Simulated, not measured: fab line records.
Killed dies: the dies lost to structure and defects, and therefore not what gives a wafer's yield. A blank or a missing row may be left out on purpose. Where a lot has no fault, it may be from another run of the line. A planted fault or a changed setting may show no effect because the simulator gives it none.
Matching of chambers :: flow n5Finfet :: N5_FIN_CUT_CUT_ETCH_27 on rieDiel-03 has 4 sister chambers
The step etches SiO2 in CHF3/O2, target depth 4 nm, overetch 2 nm, time 4.9 s. 4 wafers are shown with their chamber, then 8 later ones without.

== WAFERS PAIRED WITH THEIR CHAMBERS ==
wafer: L085.1
chamber: 2
drypumpMotorCurrentA (A): 5.3

wafer: L085.2
chamber: 0
drypumpMotorCurrentA (A): 5.1

wafer: L085.3
chamber: 3
drypumpMotorCurrentA (A): 6.4

wafer: L093.1
chamber: 1
drypumpMotorCurrentA (A): 5.3

== WAFERS WHOSE CHAMBER IS MISSING ==
wafer: L093.3
drypumpMotorCurrentA (A): 5.3

wafer: L093.4
drypumpMotorCurrentA (A): 5.3

wafer: L094.3
drypumpMotorCurrentA (A): 6.4

wafer: L094.4
drypumpMotorCurrentA (A): 5.3

wafer: L094.6
drypumpMotorCurrentA (A): 5.1

wafer: L097.2
drypumpMotorCurrentA (A): 5.1

wafer: L097.3
drypumpMotorCurrentA (A): 6.3

wafer: L097.5
drypumpMotorCurrentA (A): 5.1

== WHICH CHAMBER EACH ONE RAN IN ==
wafer: L093.3
from the rows above: can't be placed: 1 or 2
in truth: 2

wafer: L093.4
from the rows above: can't be placed: 1 or 2
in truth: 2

wafer: L094.3
from the rows above: 3
in truth: 3

wafer: L094.4
from the rows above: can't be placed: 1 or 2
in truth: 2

wafer: L094.6
from the rows above: 0
in truth: 0

wafer: L097.2
from the rows above: 0
in truth: 0

wafer: L097.3
from the rows above: 3
in truth: 3

wafer: L097.5
from the rows above: 0
in truth: 0
Correctly placed: 5 of 8. Unplaceable from these rows: 3, with the true chamber sitting among the candidates in 3. Wrongly placed: 0.
How it was worked out, from the rows above alone: a wafer's distance from a chamber is the root of the sum, over the readings, of the square of ((its reading less the chamber's mean) divided by the reading's scatter). If the next closest chamber is less than 2 further off than the closest, the wafer can't be placed; otherwise it belongs to the closest. Each chamber's mean is taken over the wafers shown for it. The scatter (one wafer shown for each chamber): square how far every hidden wafer sits from the nearest shown wafer, average those squares and take the square root.
